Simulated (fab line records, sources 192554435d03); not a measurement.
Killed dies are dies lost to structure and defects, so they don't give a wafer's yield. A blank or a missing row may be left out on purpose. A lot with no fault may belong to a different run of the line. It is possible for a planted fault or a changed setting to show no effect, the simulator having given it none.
Split-lot study ; flow n5Finfet ; 7 lots, 21 wafers read, on a route of 1938 steps

== SPLIT DETAILS ==
At N5_DUMMY_GATE_EXPOSE_12 (exposes mask GATE, target cd 25 nm), the setting doseMj was moved away from the recipe's 34 on 5 of the 21 wafers read, by -4.1% to +6.7%. For the rest of the wafers, this setting stayed at what the recipe calls for.

== FROM THE SPLIT TO THE READING: what the file shows between them, 2 steps ==
- N5_DUMMY_GATE_PEB_13: peb time 60 s
- N5_DUMMY_GATE_DEVELOP_14: develop time 30 s

== THE READING ==
cdNm at N5_DUMMY_GATE_CD_MEAS_15, given in nm (cd target 25.8 nm). Typical for fault-free wafers on this fab line: 25.07 nm, with standard deviation 0.25 nm.

wafer;tool, chamber at the split;doseMj as run;against the recipe;cdNm, nm;against lot-mates on the recipe
L075.1;euvScanner-01, 0;36.29;+6.7%;24.04;-1.25
L075.4;euvScanner-01, 0;36.29;+6.7%;23.91;-1.38
L075.5;euvScanner-01, 0;34;recipe;25.29;-
L078.1;euvScanner-02, 0;34;recipe;25.13;-
L078.2;euvScanner-02, 0;34;recipe;24.50;-
L078.4;euvScanner-02, 0;34;recipe;24.71;-
L084.2;euvScanner-02, 0;34;recipe;24.87;-
L084.3;euvScanner-02, 0;34;recipe;25.01;-
L084.5;euvScanner-02, 0;34;recipe;24.52;-
L085.2;euvScanner-02, 0;34;recipe;25.36;-
L085.4;euvScanner-02, 0;32.97;-3.0%;25.87;+0.66
L085.6;euvScanner-02, 0;34;recipe;25.07;-
L089.1;euvScanner-02, 0;32.62;-4.1%;26.25;+1.16
L089.4;euvScanner-02, 0;34;recipe;25.00;-
L089.5;euvScanner-02, 0;34;recipe;25.17;-
L096.1;euvScanner-02, 0;34;recipe;25.43;-
L096.2;euvScanner-02, 0;34;recipe;25.23;-
L096.3;euvScanner-02, 0;34;recipe;25.43;-
L097.2;euvScanner-02, 0;34;recipe;24.80;-
L097.4;euvScanner-02, 0;32.65;-4.0%;26.31;+1.54
L097.6;euvScanner-02, 0;34;recipe;24.75;-

FIT RESULTS
A straight line over all 21 wafers: cdNm changes by -0.204 nm for each +1% of doseMj; r = -0.86; the points scatter about the line by 0.32 nm.
The same after taking each lot's own level away (the mean of its wafers on the recipe; 21 wafers): -0.232 nm for each +1%; r = -0.94; scatter 0.22 nm.
The reading moves by 1.6 nm for the largest change in doseMj, on that fit.
Measured against the standard deviation above, the lots' own levels, which go from 24.775 to 25.363 nm, span 2.4 times it.
So the lot-to-lot level changes the slope: the two fits differ.
Check: -1.66 nm against its lot-mates is what the line predicts for one of the wafers moved furthest among these (+6.7%) when that wafer is left out of the fit. Against them it came out at -1.25 nm.

== OTHER SPLITS APPLIED TO THESE WAFERS ==
Other splits were also applied to these wafers ahead of the reading. Each is held against what the fit with the lots' levels taken away leaves over:
other split on the same wafers;wafers away from the commonest value;r with cdNm (lot level and that fit taken away)
N5_WELL_APT_COAT_02 spinRpm;9;+0.15
N5_PMOS_HMC_CHANNEL_EPI_HM_DEP_34 timeS;8;+0.04
N5_PMOS_HMC_CHANNEL_EPI_COAT_03 spinRpm;7;-0.04
N5_FIN_SAQP_PEB_14 pebTimeS;9;-0.30
N5_FIN_CUT_CUT_ETCH_15 timeS;9;+0.16
N5_STI_FIN_REVEAL_ALD_14 targetThkA;4;+0.21

== THE FILE'S OWN FIT ==
cdNm changes by -0.25 nm for each +1% of doseMj, r = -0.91.
